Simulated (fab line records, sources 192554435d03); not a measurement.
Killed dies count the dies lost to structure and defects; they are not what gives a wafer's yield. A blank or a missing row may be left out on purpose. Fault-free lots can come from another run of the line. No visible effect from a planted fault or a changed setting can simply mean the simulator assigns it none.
A struck lot beside a sound one + flow n5Finfet + 19 steps out of a route of 1938
Sound: wafers L555.3, L555.4, L555.6. Struck: wafers L540.1, L540.3, L540.4. The cause is given at the end.
Per side, at each step with rows, come the tool, then ch with its chambers, and then its first start. Under that, the readings that differ: sound wafers + struck wafers + difference of the means + sigmas: that difference in standard deviations of wafers without a fault.
alike: same words and numbers on both sides, and readings whose means sit less than 2 such deviations apart. not compared: any withheld reading, any reading some wafer has no value for, any bound like >300 that may hide the same value, and any number with overlapping values for which the record gives no deviation.
Wherever a step has rows on one side only, a row that says differs or no value, or a row with sigmas, the two part there. Numbers that have no deviation but don't overlap get no sigmas and don't part them. A reading that every wafer of one side lacks parts them only if that side has two wafers or more.

first, 9 steps without rows for these wafers: N5_BEOL_M1_CO_CAP_55 (material Co, precursor CCTBA/H2, target thk 2 nm, time 102.1 s); N5_BEOL_M1_PRE_CLEAN_56 (time 15 s); N5_BEOL_M1_DEP_57 (deposits SiCN from 3MS/NH3, target thk 8 nm, time 14 s); N5_BEOL_M2_ILD_DEP_00 (deposits SiOC from DEMS/O2, target thk 79 nm, time 15.3 s); N5_BEOL_M2_PECVD_72 (deposits SiO2 from TEOS/O2, target thk 16 nm, time 18 s); N5_BEOL_M2_HM_DEP_02 (deposits TiN, target thk 20 nm); N5_BEOL_M2_COAT_61 (time 60 s, resist thk 60 nm); N5_BEOL_M2_COAT_62 (time 60 s, resist thk 12 nm); N5_BEOL_M2_COAT_73 (time 60 s, resist thk 5 nm).
N5_BEOL_M2_COAT_05: resist thk 30 nm.
  sound on lithoTrack-02 ch 0, day 10 23:50; struck on lithoTrack-01 ch 0, day 7 02:16
| reading                                     | sound                | struck               | difference | sigmas |
|---------------------------------------------|----------------------|----------------------|------------|--------|
| spinSpeedRpm (rpm)                          | 1498.6 1499.5 1498.6 | 1417.7 1416.6 1417.3 | -81.7      | -90    |
| model.CAR-EUV_of_BEOL_M2_COAT_05.thkNm (nm) | 30 30 30             | 30.8 30.8 30.8       | +0.8       |        |
  alike: dispensePressureKPa, resistLineTempC
then, 5 steps without rows for these wafers: N5_BEOL_M2_EBR_07; N5_BEOL_M2_SOFTBAKE_06 (time 60 s); N5_BEOL_M2_EXPOSE_08 (exposes mask M2); N5_BEOL_M2_PEB_09 (peb time 60 s); N5_BEOL_M2_DEVELOP_10 (develop time 30 s).
N5_BEOL_M2_DESCUM_16: chemistry O2, time 7 s.
  sound on rieDiel-01 ch 1,2,3, day 11 00:22; struck on rieDiel-01 ch 2,3, day 7 02:47
| reading                                     | sound    | struck   | difference | sigmas |
|---------------------------------------------|----------|----------|------------|--------|
| model.CAR-EUV_of_BEOL_M2_COAT_05.thkNm (nm) | 26 26 26 | 27 27 27 | +1         |        |
  alike: drypumpMotorCurrentA, oesProductAu, rfFwdPowerW, rfVppV, showerheadPlenumPTorr, throttleValvePct
  not compared: rfHoursCounterH
then, 1 step without rows for these wafers: N5_BEOL_M2_ETCH_74 (etches underlayer in N2/H2, target depth 6.5 nm, time 5.2 s).
N5_BEOL_M4_RC_MEAS_101:
  sound on prober-02 ch 0, day 12 06:36; struck on prober-01 ch 0, day 8 13:20
| reading        | sound          | struck         | difference | sigmas |
|----------------|----------------|----------------|------------|--------|
| IOFF_N (nA/um) | 0.18 0.21 0.18 | 0.13 0.11 0.12 | -0.07      | -2     |
| VT_N (mV)      | 244 247 246    | 253 255 254    | +8         | +3     |
  alike: DIBL_N, DIBL_P, IOFF_P, ION_N, ION_P, SS_N, SS_P, VT_P
N5_PASSIVATION_PROBE_49:
  the record holds rows for the sound wafers here (prober-02, day 16 14:45) but none for the struck ones

## WHERE THEY PART
First at N5_BEOL_M2_COAT_05; last, within this record, at N5_PASSIVATION_PROBE_49.

WHY: what had been put in by the simulator
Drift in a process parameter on lithoTrack-01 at N5_BEOL_M2_COAT_05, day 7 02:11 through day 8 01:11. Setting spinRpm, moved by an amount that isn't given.
